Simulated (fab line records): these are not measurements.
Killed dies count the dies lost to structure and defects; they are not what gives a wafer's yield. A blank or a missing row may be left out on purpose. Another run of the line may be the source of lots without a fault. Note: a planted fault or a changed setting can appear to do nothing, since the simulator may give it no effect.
Struck lot and sound lot, side by side | flow n5-finfet | 18 out of 1938 route steps
Sound: the wafers L288.4, L288.5, L288.6. The struck wafers were L302.3, L302.4, L302.6. The cause is given at the end.
Per side, at each step with rows, come the tool, then ch with its chambers, and then its first start. Under that, the readings that differ: sound wafers | struck wafers | difference of the means | sigmas: that difference in standard deviations of wafers without a fault.
alike: words and numbers the same on both sides, and readings whose means are apart by under 2 such deviations; not compared: readings that were withheld, readings missing a value for some wafer, numbers with overlapping values and no deviation given by the record, and bounds like >300 which may hide the same value.
A row with sigmas, a row that says differs or no value, or rows on one side alone: a step with any of these is where the two part. Non-overlapping numbers with no deviation appear without sigmas and do not part them. A reading missing from all wafers of one side parts the sides only when that side holds two or more wafers.

N5_PASSIVATION_STRIP_14: strips in O2.
  sound on rie-diel-03 ch 0,1,2, day 13 02:22; struck on rie-diel-02 ch 0,3, day 16 17:15
  alike: drypump-motor-current-A, oes-product-au, rf-vpp-V, showerhead-plenum-p-Torr, throttle-valve-pct
  not compared: rf-hours-counter-h
N5_PASSIVATION_ETCH_15: etches SiCN in CF4/N2, target depth 75 nm, time 81.2 s.
  sound: rie-diel-03 ch 0,1,2; struck: rie-diel-02 ch 0,3
  reading                | sound             | struck            | difference | sigmas
  throttle-valve-pct (%) | 15.69 15.53 15.29 | 15.06 15.19 15.07 | -0.40      | -2
  alike: drypump-motor-current-A, oes-product-au, rf-vpp-V, showerhead-plenum-p-Torr
  not compared: rf-hours-counter-h
then, 2 steps without rows for these wafers: N5_PASSIVATION_STRIP_73 (strips in post etch residue remover, time 60 s); N5_PASSIVATION_SRD_17 (time 30 s, dry time 30 s).
N5_PASSIVATION_DEGAS_18: time 60 s.
  sound: pvd-sputter-01 at day 13 03:15; struck: pvd-sputter-01 at day 16 18:11
  alike: heater-power-w
N5_PASSIVATION_PRE_CLEAN_19:
  sound: pvd-sputter-01 at day 13 03:17; struck: pvd-sputter-01 at day 16 18:14
  alike: heater-power-w
then, 1 step without rows for these wafers: N5_PASSIVATION_SPUTTER_20 (material TaN, target thk 50 nm).
N5_PASSIVATION_AL_DEP_21: deposits Al, target thk 2800 nm, time 170 s.
  sound: pvd-sputter-01 at day 13 03:26; struck: pvd-sputter-01 at day 16 18:22
  alike: throttle-valve-pct
then, 4 steps without rows for these wafers: N5_PASSIVATION_HMDS_23 (time 60 s); N5_PASSIVATION_COAT_24; N5_PASSIVATION_EBR_26; N5_PASSIVATION_SOFTBAKE_25 (time 90 s).
N5_PASSIVATION_EXPOSE_27: exposes mask PAD, defocus 0 nm.
  sound on krf-scanner-01 ch 0, day 13 03:45; struck on krf-scanner-02 ch 0, day 16 18:48
  reading              | sound             | struck            | difference | sigmas
  exposure-dose-mJ-cm2 | 32.36 32.35 32.34 | 29.33 29.30 29.31 | -3.04      | -80
  alike: mask
then, 3 steps without rows for these wafers: N5_PASSIVATION_PEB_28; N5_PASSIVATION_DEVELOP_29 (develop time 60 s); N5_PASSIVATION_HARDBAKE_31 (time 120 s).
N5_PASSIVATION_CD_MEAS_30 targets a cd of 4000 nm.
  sound on cd-sem-01 ch 0, day 13 03:55; struck on cd-sem-03 ch 0, day 16 18:58
  reading    | sound                | struck               | difference | sigmas
  cd-nm (nm) | 4000.5 4001.3 4000.7 | 3980.3 3981.7 3981.7 | -19.6      | -10
N5_PASSIVATION_OVL_MEAS_63:
  sound on overlay-01 ch 0, day 13 03:56; struck on overlay-01 ch 0, day 16 18:59
  reading      | sound | struck   | difference | sigmas
  PAD_OVL (nm) | 4 6 8 | -7 -9 -4 | -13        | -2

== WHERE THEY PART ==
Last at N5_PASSIVATION_OVL_MEAS_63 as far as this record goes, first at N5_PASSIVATION_ETCH_15.

WHY: what the simulator had put in
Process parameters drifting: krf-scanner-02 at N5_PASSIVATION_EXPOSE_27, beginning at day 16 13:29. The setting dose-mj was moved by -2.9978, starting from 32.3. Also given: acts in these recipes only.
